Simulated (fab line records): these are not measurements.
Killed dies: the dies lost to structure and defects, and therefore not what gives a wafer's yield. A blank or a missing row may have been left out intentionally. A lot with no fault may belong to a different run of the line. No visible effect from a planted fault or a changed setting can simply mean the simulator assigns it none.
Chamber matching	flow nand-harc	rie-diel-03 running NHARC_A_M1_DESCUM_14: 4 sister chambers
The step chemistry O2, time 3 s. 8 wafers are shown with their chamber, then 9 later ones without.

## EACH WAFER AND ITS CHAMBER
wafer	chamber	drypump-motor-current-A (A)	o2-flow-sccm (sccm)
L078.3	3	6.05	200.3
L078.5	3	6.06	200.8
L086.2	1	6.14	201.6
L087.4	2	6.06	199.6
L087.5	0	5.67	200.0
L092.2	0	5.70	199.4
L092.3	1	6.14	200.0
L092.6	2	6.00	200.8

## WAFERS MISSING THEIR CHAMBER
wafer	drypump-motor-current-A (A)	o2-flow-sccm (sccm)
L091.1	6.05	200.2
L091.3	6.01	199.4
L091.5	6.05	200.7
L091.2	5.70	200.4
L091.4	6.14	199.8
L091.6	5.69	200.4
L094.4	6.03	199.5
L094.5	6.16	199.9
L094.6	5.98	200.1

## EACH ONE'S CHAMBER
wafer	from the rows above	in truth
L091.1	can't be placed: 3 or 2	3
L091.3	can't be placed: 2 or 3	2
L091.5	can't be placed: 3 or 2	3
L091.2	0	0
L091.4	1	1
L091.6	0	0
L094.4	can't be placed: 2 or 3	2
L094.5	1	1
L094.6	can't be placed: 2 or 3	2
Placed correctly: 4 of 9. Cannot be placed on the basis of these rows: 5; the candidates contain the true chamber in 5. Placed wrongly: 0.
How it was worked out, from the rows above alone: a wafer's distance from a chamber is the root of the sum, over the readings, of the square of ((its reading less the chamber's mean) divided by the reading's scatter). If the next closest chamber is less than 2 further off than the closest, the wafer can't be placed; otherwise it belongs to the closest. For every chamber, the mean is computed from those of its wafers that are shown. The scatter is the square root of a quotient: the sum, over the shown wafers, of each reading's squared deviation from its chamber's mean, divided by wafers minus chambers.
